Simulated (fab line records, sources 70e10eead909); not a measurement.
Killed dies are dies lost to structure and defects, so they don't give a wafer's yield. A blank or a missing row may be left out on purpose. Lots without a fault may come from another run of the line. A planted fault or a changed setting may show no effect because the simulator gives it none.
Chamber matching | flow nand_harc | NHARC_P_BONDPAD_ETCH_37 on rie_diel-02: 4 sister chambers
The step etches the open film in N2/H2, target depth 60 nm, overetch 18 nm, time 65.91 s. 22 wafers are shown with their chamber, then 11 later ones without.

WAFERS WITH THEIR CHAMBER
wafer  | chamber | drypump_motor_current_A (A) | rf_vpp_V (V) | oes_product_au (a.u.)
L075.1 | 3       | 5.7                         | 430.4        | 1.008
L075.2 | 0       | 6.0                         | 430.6        | 0.988
L075.5 | 3       | 5.7                         | 431.4        | 1.004
L078.4 | 2       | 6.3                         | 428.1        | 1.006
L078.5 | 2       | 6.3                         | 427.5        | 1.012
L078.6 | 1       | 5.8                         | 429.2        | 1.011
L080.2 | 3       | 5.7                         | 431.9        | 1.002
L080.4 | 0       | 6.1                         | 430.6        | 0.976
L080.5 | 0       | 6.0                         | 429.7        | 0.986
L081.2 | 2       | 6.3                         | 427.1        | 1.021
L081.4 | 0       | 6.0                         | 430.6        | 0.996
L081.5 | 1       | 5.8                         | 428.0        | 1.005
L083.2 | 3       | 5.7                         | 429.6        | 1.003
L083.3 | 2       | 6.3                         | 428.3        | 1.008
L083.5 | 2       | 6.3                         | 430.5        | 1.020
L085.1 | 0       | 6.0                         | 428.9        | 0.998
L085.3 | 1       | 5.7                         | 426.1        | 1.007
L085.6 | 3       | 5.7                         | 432.2        | 0.994
L087.1 | 1       | 5.7                         | 428.4        | 0.997
L087.2 | 3       | 5.7                         | 433.4        | 0.995
L087.6 | 0       | 6.0                         | 430.1        | 1.002
L089.2 | 3       | 5.7                         | 431.6        | 1.003

SIGNATURES (means of the wafers above)
reading                 | chamber 0 | chamber 1 | chamber 2 | chamber 3 | scatter within a chamber
drypump_motor_current_A | 6.017     | 5.750     | 6.300     | 5.700     | 0.0319
rf_vpp_V                | 430.083   | 427.925   | 428.300   | 431.500   | 1.14
oes_product_au          | 0.99100   | 1.00500   | 1.01340   | 1.00129   | 0.00706
Rule: a wafer's distance from a chamber is the root of the sum, over the readings, of the square of ((its reading less the chamber's mean) divided by the reading's scatter). The wafer belongs to the nearest chamber; if the next one is less than 2 further off, it can't be placed. The scatter: the root of (the sum of the squares of (reading less its chamber's mean) over the shown wafers, divided by (wafers less chambers)).

WAFERS WITHOUT THEIR CHAMBER
wafer  | drypump_motor_current_A (A) | rf_vpp_V (V) | oes_product_au (a.u.)
L089.4 | 6.4                         | 427.2        | 1.012
L089.5 | 5.9                         | 430.0        | 0.982
L088.3 | 6.3                         | 426.3        | 1.015
L088.5 | 6.0                         | 429.4        | 0.992
L088.6 | 5.7                         | 426.5        | 0.995
L094.1 | 6.0                         | 428.5        | 1.007
L094.4 | 6.4                         | 427.1        | 1.001
L094.5 | 6.0                         | 429.6        | 1.001
L097.1 | 6.3                         | 426.9        | 1.007
L097.3 | 5.8                         | 427.7        | 0.997
L097.4 | 5.7                         | 432.3        | 0.989

WHICH CHAMBER EACH WENT THROUGH
wafer  | from the rows above | in truth
L089.4 | 2                   | 2
L089.5 | 0                   | 0
L088.3 | 2                   | 2
L088.5 | 0                   | 0
L088.6 | 1                   | 1
L094.1 | 0                   | 0
L094.4 | 2                   | 2
L094.5 | 0                   | 0
L097.1 | 2                   | 2
L097.3 | 1                   | 1
L097.4 | 3                   | 3
Placed correctly: 11 of 11. Can't be placed from these rows: 0. Placed wrongly: 0.
